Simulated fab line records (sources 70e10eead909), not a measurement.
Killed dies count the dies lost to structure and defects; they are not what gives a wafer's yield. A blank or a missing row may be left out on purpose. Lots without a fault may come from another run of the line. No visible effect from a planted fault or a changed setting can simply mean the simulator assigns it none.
Which tool is to blame?    flow nand_harc    11 lots, 33 wafers sampled, at 5 steps of a route of 1159

== WHAT EACH GAUGE READ, for each wafer ==
NHARC_END_SORT_01. Usual: killed_at_array 28, standard deviation 11; killed_at_other 0.8, standard deviation 1.3; killed_at_periphery 3.6, standard deviation 2.5; killed_dies 32, standard deviation 11; killed_open 3.0, standard deviation 1.8; killed_short 2.0, standard deviation 1.5.
lot   measured      on         killed_at_array  killed_at_other  killed_at_periphery  killed_dies  killed_open  killed_short  flag
L363  day 20 13:37  prober-01  30 21 23         0 0 0            0 3 0                30 24 23     2 2 3        1 2 0         
L370  day 21 13:03  prober-01  11 7 14          0 0 0            4 4 1                15 11 15     1 1 2        1 1 1         
L373  day 22 05:19  prober-02  33 24 27         0 0 0            644 653 650          677 677 677  3 3 2        2 2 2         OFF
L374  day 22 04:41  prober-01  38 24 34         1 1 0            638 652 643          677 677 677  2 6 2        6 0 6         OFF
L377  day 22 21:02  prober-02  15 32 22         0 0 1            4 3 2                19 35 25     2 5 3        1 5 1         
L379  day 23 03:11  prober-01  35 31 25         0 0 0            2 5 1                37 36 26     4 6 3        4 0 4         
L381  day 23 12:02  prober-02  25 20 7          4 1 4            8 11 8               37 32 19     9 2 2        1 0 2         
L380  day 23 03:58  prober-02  42 30 52         3 1 1            3 5 4                48 36 57     1 3 8        1 0 2         
L382  day 23 19:44  prober-02  46 38 44         2 4 4            6 7 6                54 49 54     4 2 5        5 4 1         
L384  day 25 01:52  prober-02  50 47 50         2 3 0            2 2 6                54 52 56     2 4 5        2 4 5         
L386  day 24 04:13  prober-02  22 33 28         0 0 0            3 4 2                25 37 30     4 4 2        3 4 4         

== WHAT TOOL EACH LOT RAN ON (gives the tool, then ch and the chambers of the sampled wafers, and finally the start) ==
lot   NHARC_P_GATE_DESCUM_31              NHARC_P_GATE_STRIP_108              NHARC_P_GATE_ALD_36                NHARC_P_GATE_DESCUM_61
L363  rie_diel-07 ch 0,1,2, day 4 13:14   rie_diel-07 ch 0,2,3, day 4 13:55   ald_sin-04 ch 1,3, day 4 15:35     rie_diel-07 ch 0,2,3, day 5 02:52
L370  rie_diel-07 ch 0,1,2, day 6 12:22   rie_diel-07 ch 1,3, day 6 12:58     ald_sin-04 ch 1,2,3, day 6 14:40   rie_diel-01 ch 1,2,3, day 7 02:55
L373  rie_diel-11 ch 0,2, day 7 06:08     rie_diel-11 ch 1,3, day 7 07:01     ald_sin-02 ch 0,2, day 7 07:38     rie_diel-11 ch 1,3, day 7 22:17
L374  rie_diel-07 ch 0,1,2, day 7 06:15   rie_diel-07 ch 0,2,3, day 7 06:58   ald_sin-04 ch 0,1,3, day 7 07:36   rie_diel-07 ch 1,2,3, day 7 19:58
L377  rie_diel-11 ch 0,1,2, day 8 06:41   rie_diel-07 ch 0,1,3, day 8 07:35   ald_sin-02 ch 0,1,2, day 8 11:25   rie_diel-07 ch 0,1, day 8 20:48
L379  rie_diel-11 ch 0,1,3, day 8 16:25   rie_diel-11 ch 0,1,3, day 8 17:03   ald_sin-04 ch 1,2,3, day 8 17:41   rie_diel-07 ch 0,1,3, day 9 06:13
L381  rie_diel-07 ch 0,1,2, day 8 23:38   rie_diel-07 ch 0,1,2, day 9 00:23   ald_sin-02 ch 1,2,3, day 9 01:01   rie_diel-07 ch 1,2,3, day 9 13:22
L380  rie_diel-07 ch 2,3, day 8 23:47     rie_diel-07 ch 1,2,3, day 9 00:30   ald_sin-01 ch 0,1,3, day 9 01:06   rie_diel-01 ch 1,2,3, day 9 13:43
L382  rie_diel-07 ch 0,2,3, day 9 07:04   rie_diel-11 ch 0,1,3, day 9 07:41   ald_sin-02 ch 0,2,3, day 9 09:25   rie_diel-07 ch 0,1,2, day 9 20:39
L384  rie_diel-11 ch 1,2,3, day 9 23:46   rie_diel-11 ch 1,3, day 10 00:28    ald_sin-02 ch 1,2, day 10 01:05    rie_diel-11 ch 0,2, day 10 14:32
L386  rie_diel-11 ch 0,2,3, day 10 05:06  rie_diel-01 ch 0,1,3, day 10 05:43  ald_sin-04 ch 0,1,3, day 10 06:21  rie_diel-11 ch 0,1,2, day 10 18:50
- NHARC_P_GATE_DESCUM_31: chemistry O2, time 3 s.
- NHARC_P_GATE_STRIP_108: strips in O2.
- NHARC_P_GATE_ALD_36: deposits SiNx, target thk 20 nm, pulse time 60 s, ald cycles 223.
- NHARC_P_GATE_DESCUM_61: chemistry O2, time 3 s.

== WHAT THE TOOLS THEMSELVES READ (means of the sampled wafers that have a number; where no wafer has one, the mark that the record gives instead) ==
NHARC_P_GATE_DESCUM_31. Usual: drypump_motor_current_A 5.79 A, standard deviation 0.24; oes_product_au 0.998 a.u., standard deviation 0.0082; rf_vpp_V 57.5 V, standard deviation 0.83; showerhead_plenum_p_Torr 1.90 Torr, standard deviation 0.077; throttle_valve_pct 11.312 %, standard deviation 0.0086.
lot   tool         drypump_motor_current_A (A)  oes_product_au (a.u.)  rf_vpp_V (V)  showerhead_plenum_p_Torr (Torr)  throttle_valve_pct (%)  flag
L363  rie_diel-07  5.86                         0.998                  57.4          1.87                             11.315                  
L370  rie_diel-07  5.86                         0.996                  56.9          1.87                             11.312                  
L373  rie_diel-11  5.49                         1.003                  57.0          1.85                             11.313                  
L374  rie_diel-07  5.85                         0.996                  57.2          1.87                             11.314                  
L377  rie_diel-11  5.78                         1.001                  58.1          1.92                             11.307                  
L379  rie_diel-11  5.86                         0.991                  58.2          1.93                             11.315                  
L381  rie_diel-07  5.84                         0.997                  58.0          1.87                             11.316                  
L380  rie_diel-07  5.65                         0.995                  57.7          1.94                             11.327                  
L382  rie_diel-07  5.73                         1.000                  57.9          1.91                             11.312                  
L384  rie_diel-11  5.87                         1.000                  58.2          1.95                             11.300                  
L386  rie_diel-11  5.56                         1.005                  58.7          1.97                             11.310                  

NHARC_P_GATE_STRIP_108. Usual: drypump_motor_current_A 5.81 A, standard deviation 0.24; oes_product_au 1.000 a.u., standard deviation 0.0075; rf_vpp_V 57.6 V, standard deviation 0.87; showerhead_plenum_p_Torr 3.49 Torr, standard deviation 0.13; throttle_valve_pct 17.035 %, standard deviation 0.0098.
lot   tool         drypump_motor_current_A (A)  oes_product_au (a.u.)  rf_vpp_V (V)  showerhead_plenum_p_Torr (Torr)  throttle_valve_pct (%)  flag
L363  rie_diel-07  5.75                         0.995                  57.5          3.53                             17.031                  
L370  rie_diel-07  5.79                         1.004                  57.1          3.45                             17.042                  
L373  rie_diel-11  5.97                         1.005                  57.4          3.46                             17.026                  
L374  rie_diel-07  5.78                         0.999                  57.5          3.53                             17.036                  
L377  rie_diel-07  5.77                         1.007                  56.6          3.45                             17.041                  
L379  rie_diel-11  5.85                         0.999                  58.3          3.56                             17.033                  
L381  rie_diel-07  5.88                         0.998                  58.5          3.45                             17.037                  
L380  rie_diel-07  5.76                         1.001                  57.4          3.51                             17.048                  
L382  rie_diel-11  5.87                         0.994                  57.6          3.56                             17.037                  
L384  rie_diel-11  6.19                         0.999                  57.6          3.52                             17.047                  
L386  rie_diel-01  6.04                         1.002                  57.8          3.50                             17.032                  

NHARC_P_GATE_ALD_36. Usual: heater_power_outer_w 489 W, standard deviation 51; heater_power_w 803 W, standard deviation 91; precursor_pulse_height_rel 0.999, standard deviation 0.019.
lot   tool        heater_power_outer_w (W)  heater_power_w (W)  precursor_pulse_height_rel  flag
L363  ald_sin-04  473                       812                 0.989                       
L370  ald_sin-04  491                       784                 0.996                       
L373  ald_sin-02  -                         -                   -                           OFF
L374  ald_sin-04  -                         -                   -                           OFF
L377  ald_sin-02  529                       876                 0.987                       
L379  ald_sin-04  481                       785                 0.986                       
L381  ald_sin-02  492                       797                 0.987                       
L380  ald_sin-01  481                       790                 0.996                       
L382  ald_sin-02  488                       837                 1.012                       
L384  ald_sin-02  527                       858                 0.983                       
L386  ald_sin-04  471                       789                 1.014                       

NHARC_P_GATE_DESCUM_61. Usual: drypump_motor_current_A 5.79 A, standard deviation 0.24; oes_product_au 1.000 a.u., standard deviation 0.0079; rf_vpp_V 57.8 V, standard deviation 0.7; showerhead_plenum_p_Torr 1.89 Torr, standard deviation 0.078; throttle_valve_pct 11.311 %, standard deviation 0.01.
lot   tool         drypump_motor_current_A (A)  oes_product_au (a.u.)  rf_vpp_V (V)  showerhead_plenum_p_Torr (Torr)  throttle_valve_pct (%)  flag
L363  rie_diel-07  5.74                         0.989                  58.2          1.91                             11.310                  
L370  rie_diel-01  5.81                         1.004                  58.0          1.85                             11.309                  
L373  rie_diel-11  6.17                         0.999                  58.2          1.91                             11.323                  
L374  rie_diel-07  5.76                         0.992                  58.4          1.91                             11.313                  
L377  rie_diel-07  5.87                         1.001                  57.6          1.83                             11.313                  
L379  rie_diel-07  5.76                         0.995                  57.1          1.87                             11.313                  
L381  rie_diel-07  5.75                         0.997                  58.1          1.90                             11.319                  
L380  rie_diel-01  5.81                         0.997                  57.9          1.84                             11.308                  
L382  rie_diel-07  5.85                         0.998                  57.6          1.87                             11.307                  
L384  rie_diel-11  5.48                         1.003                  57.8          2.03                             11.316                  
L386  rie_diel-11  5.78                         1.001                  58.9          2.01                             11.309                  

== THE ANSWER, worked out from the rows above alone ==
Rule: a lot counts as off when the mean over its wafers that have a number is more than 3 standard deviations away from the usual mean. A lot without any number at a reading at which 4 lots or more have one is off too. The other lots that the step has rows for count as sound. The gauges are gone through in route order, then the tools' own readings, and for those a lot's mean is taken as printed above. At the first step where some lot is off, the reading lying furthest off is the one used; lots without a number count as furthest.
Off: L373, L374, at NHARC_END_SORT_01 (killed_at_periphery).
A tool fits if, at a process step before that reading, it ran every lot that is off, and no sound lot after the first of them. The gauges at NHARC_END_SORT_01 aren't tried: what is off there is off at NHARC_P_GATE_ALD_36 too, on other tools, and a gauge's error can't cause that. No candidate that was tried fits.

== WHAT THE SIMULATOR HAD PUT IN ==
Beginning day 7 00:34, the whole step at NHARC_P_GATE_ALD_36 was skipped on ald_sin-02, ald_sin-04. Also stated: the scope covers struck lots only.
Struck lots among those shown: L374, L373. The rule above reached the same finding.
